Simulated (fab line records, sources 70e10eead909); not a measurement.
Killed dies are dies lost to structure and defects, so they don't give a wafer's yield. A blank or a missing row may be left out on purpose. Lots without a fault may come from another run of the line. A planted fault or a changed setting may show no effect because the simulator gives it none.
Chamber matching | flow nand_harc | NHARC_A_CONTACT_DEP_85 on pecvd-02: 3 sister chambers
The step deposits SiON, target thk 60 nm. 3 wafers are shown with their chamber, then 12 later ones without.

WAFERS WITH THEIR CHAMBER
wafer  | chamber | showerhead_vpp_V (V)
L087.2 | 2       | 1184
L087.3 | 1       | 1058
L087.4 | 0       | 1111

WAFERS WITHOUT THEIR CHAMBER
wafer  | showerhead_vpp_V (V)
L088.2 | 1107
L088.4 | 1057
L088.5 | 1088
L092.1 | 1075
L092.2 | 1177
L092.5 | 1071
L096.1 | 1103
L096.3 | 1204
L096.6 | 1110
L097.1 | 1075
L097.2 | 1080
L097.5 | 1109

WHICH CHAMBER EACH WENT THROUGH
wafer  | from the rows above     | in truth
L088.2 | 0                       | 0
L088.4 | 1                       | 1
L088.5 | can't be placed: 0 or 1 | 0
L092.1 | can't be placed: 1 or 0 | 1
L092.2 | 2                       | 2
L092.5 | can't be placed: 1 or 0 | 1
L096.1 | 0                       | 0
L096.3 | 2                       | 2
L096.6 | 0                       | 0
L097.1 | can't be placed: 1 or 0 | 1
L097.2 | can't be placed: 1 or 0 | 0
L097.5 | 0                       | 0
Placed correctly: 7 of 12. Can't be placed from these rows: 5 (the true chamber is among the candidates in 5). Placed wrongly: 0.
How it was worked out, from the rows above alone: a wafer's distance from a chamber is the root of the sum, over the readings, of the square of ((its reading less the chamber's mean) divided by the reading's scatter). The wafer belongs to the nearest chamber; if the next one is less than 2 further off, it can't be placed. A chamber's mean is the mean of its shown wafers. The scatter: with one shown wafer a chamber, the root of the mean of the squares of how far each hidden wafer lies from its nearest shown one.
